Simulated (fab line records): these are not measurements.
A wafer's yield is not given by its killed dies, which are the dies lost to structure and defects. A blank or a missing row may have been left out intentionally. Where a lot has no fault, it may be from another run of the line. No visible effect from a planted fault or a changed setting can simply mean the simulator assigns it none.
Matching of chambers + flow n5-finfet + N5_BEOL_M0_SAQP_MANDREL_ETCH_103 on rie-si-03: 4 sister chambers
The step etches a-Si in HBr/Cl2, stops on SiCN, target depth 45 nm, bt time 10 s, time 27 s. 20 wafers are shown with their chamber, then 10 later ones without.

## WAFERS, EACH WITH ITS CHAMBER
| wafer  | chamber | drypump-motor-current-A (A) | throttle-valve-pct (%) | oes-product-au (a.u.) |
|--------|---------|-----------------------------|------------------------|-----------------------|
| L074.2 | 3       | 6.4                         | 35.57                  | 0.685                 |
| L074.3 | 1       | 6.5                         | 35.13                  | 0.677                 |
| L074.4 | 0       | 4.9                         | 35.59                  | 0.670                 |
| L075.1 | 3       | 6.4                         | 35.59                  | 0.689                 |
| L075.2 | 2       | 5.7                         | 35.04                  | 0.674                 |
| L075.5 | 0       | 4.9                         | 35.60                  | 0.674                 |
| L077.3 | 3       | 6.4                         | 35.59                  | 0.683                 |
| L077.5 | 3       | 6.4                         | 35.57                  | 0.684                 |
| L077.6 | 0       | 4.9                         | 35.63                  | 0.665                 |
| L082.1 | 2       | 5.7                         | 35.06                  | 0.676                 |
| L082.3 | 1       | 6.6                         | 35.14                  | 0.673                 |
| L082.5 | 1       | 6.6                         | 35.15                  | 0.679                 |
| L084.1 | 3       | 6.4                         | 35.56                  | 0.685                 |
| L084.3 | 2       | 5.7                         | 35.02                  | 0.672                 |
| L084.6 | 0       | 4.9                         | 35.64                  | 0.658                 |
| L083.2 | 0       | 4.9                         | 35.60                  | 0.667                 |
| L083.5 | 1       | 6.5                         | 35.12                  | 0.687                 |
| L083.6 | 2       | 5.7                         | 35.02                  | 0.686                 |
| L087.1 | 2       | 5.7                         | 35.05                  | 0.682                 |
| L087.4 | 1       | 6.6                         | 35.14                  | 0.678                 |

SIGNATURES (averages over the wafers above)
| reading                 | chamber 0 | chamber 1 | chamber 2 | chamber 3 | scatter within a chamber |
|-------------------------|-----------|-----------|-----------|-----------|--------------------------|
| drypump-motor-current-A | 4.900     | 6.560     | 5.700     | 6.400     | 0.0274                   |
| throttle-valve-pct      | 35.6120   | 35.1360   | 35.0380   | 35.5760   | 0.0166                   |
| oes-product-au          | 0.66680   | 0.67880   | 0.67800   | 0.68520   | 0.00503                  |
Rule: for a wafer and a chamber, the distance is found by dividing, reading by reading, the gap between the wafer's reading and the chamber's mean by the reading's scatter, squaring, summing and taking the root. The wafer belongs to the nearest chamber; if the next one is less than 2 further off, it can't be placed. The scatter: the root of (the sum of the squares of (reading less its chamber's mean) over the shown wafers, divided by (wafers less chambers)).

## WAFERS WHOSE CHAMBER IS MISSING
| wafer  | drypump-motor-current-A (A) | throttle-valve-pct (%) | oes-product-au (a.u.) |
|--------|-----------------------------|------------------------|-----------------------|
| L087.5 | 4.9                         | 35.61                  | 0.662                 |
| L093.1 | 6.6                         | 35.16                  | 0.682                 |
| L093.4 | 4.9                         | 35.61                  | 0.663                 |
| L093.6 | 5.7                         | 35.03                  | 0.675                 |
| L094.1 | 6.6                         | 35.14                  | 0.683                 |
| L094.2 | 5.7                         | 35.03                  | 0.681                 |
| L094.3 | 4.9                         | 35.62                  | 0.660                 |
| L097.1 | 5.7                         | 35.04                  | 0.673                 |
| L097.3 | 6.4                         | 35.55                  | 0.696                 |
| L097.6 | 6.6                         | 35.13                  | 0.690                 |

## THE CHAMBER EACH PASSED THROUGH
| wafer  | from the rows above | in truth |
|--------|---------------------|----------|
| L087.5 | 0                   | 0        |
| L093.1 | 1                   | 1        |
| L093.4 | 0                   | 0        |
| L093.6 | 2                   | 2        |
| L094.1 | 1                   | 1        |
| L094.2 | 2                   | 2        |
| L094.3 | 0                   | 0        |
| L097.1 | 2                   | 2        |
| L097.3 | 3                   | 3        |
| L097.6 | 1                   | 1        |
Correctly placed: 10 of 10. Left unplaced by these rows: 0. 0 placed wrongly.
